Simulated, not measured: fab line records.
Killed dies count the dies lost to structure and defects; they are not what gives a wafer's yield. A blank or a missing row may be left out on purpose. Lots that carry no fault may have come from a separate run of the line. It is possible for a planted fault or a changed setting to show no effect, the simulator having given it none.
Code-filled problem report in 8D (eight disciplines) form + flow nand harc + the parts of the form that need people (team, actions taken, sign-off) are left out

1. THE ISSUE
At NHARC_A_M1_CMP_23, time to endpoint s averages 12 s over 3 wafers from 2 lots, while fault-free wafers read 28 s, standard deviation 3.3. Relative to the usual mean, that is a shift of -4.7 standard deviations.
The step: polishes, t overpolish 20 s, target thk 154.34 nm.
Earliest sighting: wafer L680.3 on cmp-02 at day 21 07:08. Wafers with a number at this step in the record: 42, from 14 lots. Rule for "out" (also "out of limits"): further than 4 standard deviations from the usual mean. All remaining wafers that have a number are taken as sound.

2. WHAT IT IS, AND WHAT IT ISN'T
| question                    | is                     | is not                                                                    |
|-----------------------------|------------------------|---------------------------------------------------------------------------|
| which readings at this step | time to endpoint s     | motor current A, retaining ring pressure frac                             |
| which lots                  | L679, L680             | L664, L665, L666, L667, L668, L669, L670, L672, L673, L675, L677, L687    |
| which wafers of those lots  | L679.1, L680.3, L680.6 | L679.2, L679.5, L680.5                                                    |
| read on which tools         | cmp-02, cmp-03         | cmp-01                                                                    |
| when                        | from day 21 07:08      | up to then (34 sound wafers); but 5 sound wafers of L679, L687 came after |

3. SUSPECTS, AND WHAT RULES EACH OUT
Counting: any tool at a process step up to the reading remains a suspect provided it ran every lot that is out. Sound lots after the first of them don't rule it out here, since some wafers of a struck lot are sound.
- rie diel-07 at NHARC_A_M1_ETCH_15 (etches the open film in C4F8/Ar, target depth 182.5 nm, time 91.2 s): kept. It processed each lot that is out (first: L680, day 21 06:29); up to then, its last sound lot is L672 (day 20 03:12). With no start given for some of its lots, NHARC_A_M1_ETCH_15 uses the hours and lot order of NHARC_A_M1_ECD_22.
- pvd sputter-02 at NHARC_A_M1_PRE_CLEAN_30 (time 30 s): kept. It processed each lot that is out (first: L680, day 21 06:29); up to then, its last sound lot is L675 (day 21 01:13). With no start given for some of its lots, NHARC_A_M1_PRE_CLEAN_30 uses the hours and lot order of NHARC_A_M1_ECD_22.
- ecd cu-01 at NHARC_A_M1_ECD_22 (material Cu, target thk 400 nm): kept. It processed each lot that is out (first: L680, day 21 06:29); up to then, its last sound lot is L677 (day 21 01:49).
Left after counting: rie diel-07 at NHARC_A_M1_ETCH_15, pvd sputter-02 at NHARC_A_M1_PRE_CLEAN_30, ecd cu-01 at NHARC_A_M1_ECD_22.

4. THE CAUSE (what the simulator had put in)
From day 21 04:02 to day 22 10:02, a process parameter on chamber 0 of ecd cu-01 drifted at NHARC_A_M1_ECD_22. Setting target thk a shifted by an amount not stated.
Counting left 3 suspects, and this tool is among them.

5. THE CHAIN OF EFFECTS, in route order
Each row: a reading where the mean over the struck wafers with a number is more than 3 standard deviations away from the usual. Readings are gone through only where the record gives a usual standard deviation; hours: the median, over the lots, of the time from a lot's start at the first step in this table giving one to that lot's start at this step; sigmas: the change measured in usual standard deviations.
| hours | step              | reading            | usual | on struck wafers | change | sigmas |
|-------|-------------------|--------------------|-------|------------------|--------|--------|
| 0     | NHARC_A_M1_CMP_23 | time to endpoint s | 28 s  | 12               | -16    | -4.7   |
It contains these process steps:
- NHARC_A_M1_CMP_23: polishes, t overpolish 20 s, target thk 154.34 nm.
Later measuring or inspecting steps at which every struck wafer that the step has a row for has a number for every such reading, and none has moved that far: NHARC_A_M1_INSPECT_27.

6. HOW IT WOULD HAVE BEEN CAUGHT EARLIER
In this record the first reading out of limits was taken at day 21 07:08, 3 hours after the fault began at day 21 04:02.
L679, from the lots that are out (2), started NHARC_A_M1_ECD_22 on ecd cu-01 later than day 21 07:08. It would have been spared by a hold on the tool at that moment.
